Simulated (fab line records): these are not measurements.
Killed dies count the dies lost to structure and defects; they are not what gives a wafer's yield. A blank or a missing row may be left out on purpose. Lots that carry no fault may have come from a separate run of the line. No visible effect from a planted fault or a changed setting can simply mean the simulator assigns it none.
Chamber matching / flow n5_finfet / rie_diel-05 running N5_BEOL_M0_CUTY_DESCUM_61: 4 sister chambers
The step chemistry O2, time 7.9 s. 8 wafers are shown with their chamber, then 10 later ones without.

WAFERS, EACH WITH ITS CHAMBER
wafer=L078.2; chamber=0; showerhead_plenum_p_Torr (Torr)=2.20; throttle_valve_pct (%)=20.66
wafer=L085.4; chamber=2; showerhead_plenum_p_Torr (Torr)=2.21; throttle_valve_pct (%)=20.21
wafer=L085.5; chamber=2; showerhead_plenum_p_Torr (Torr)=2.22; throttle_valve_pct (%)=20.19
wafer=L087.2; chamber=1; showerhead_plenum_p_Torr (Torr)=2.02; throttle_valve_pct (%)=20.16
wafer=L087.4; chamber=3; showerhead_plenum_p_Torr (Torr)=1.97; throttle_valve_pct (%)=20.47
wafer=L087.5; chamber=1; showerhead_plenum_p_Torr (Torr)=2.02; throttle_valve_pct (%)=20.17
wafer=L088.3; chamber=3; showerhead_plenum_p_Torr (Torr)=1.97; throttle_valve_pct (%)=20.44
wafer=L088.4; chamber=0; showerhead_plenum_p_Torr (Torr)=2.19; throttle_valve_pct (%)=20.68

WAFERS WITH NO CHAMBER GIVEN
wafer=L088.5; showerhead_plenum_p_Torr (Torr)=2.19; throttle_valve_pct (%)=20.69
wafer=L095.1; showerhead_plenum_p_Torr (Torr)=2.21; throttle_valve_pct (%)=20.26
wafer=L095.4; showerhead_plenum_p_Torr (Torr)=2.02; throttle_valve_pct (%)=20.17
wafer=L095.6; showerhead_plenum_p_Torr (Torr)=2.18; throttle_valve_pct (%)=20.71
wafer=L096.3; showerhead_plenum_p_Torr (Torr)=2.18; throttle_valve_pct (%)=20.71
wafer=L096.5; showerhead_plenum_p_Torr (Torr)=2.02; throttle_valve_pct (%)=20.20
wafer=L096.6; showerhead_plenum_p_Torr (Torr)=2.21; throttle_valve_pct (%)=20.25
wafer=L097.1; showerhead_plenum_p_Torr (Torr)=2.23; throttle_valve_pct (%)=20.10
wafer=L097.2; showerhead_plenum_p_Torr (Torr)=2.21; throttle_valve_pct (%)=20.25
wafer=L097.5; showerhead_plenum_p_Torr (Torr)=2.23; throttle_valve_pct (%)=20.12

EACH ONE'S CHAMBER
wafer=L088.5; from the rows above=0; in truth=0
wafer=L095.1; from the rows above=2; in truth=2
wafer=L095.4; from the rows above=1; in truth=1
wafer=L095.6; from the rows above=0; in truth=0
wafer=L096.3; from the rows above=0; in truth=0
wafer=L096.5; from the rows above=1; in truth=1
wafer=L096.6; from the rows above=2; in truth=2
wafer=L097.1; from the rows above=2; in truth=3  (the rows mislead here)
wafer=L097.2; from the rows above=2; in truth=2
wafer=L097.5; from the rows above=2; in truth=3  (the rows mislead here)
8 of 10 placed correctly. Not placeable from these rows: 0. Number placed wrongly: 2.
How it was worked out, from the rows above alone: a wafer's distance from a chamber is the root of the sum, over the readings, of the square of ((its reading less the chamber's mean) divided by the reading's scatter). If the next closest chamber is less than 2 further off than the closest, the wafer can't be placed; otherwise it belongs to the closest. The mean given for a chamber averages the wafers shown for that chamber. The scatter is the square root of a quotient: the sum, over the shown wafers, of each reading's squared deviation from its chamber's mean, divided by wafers minus chambers.
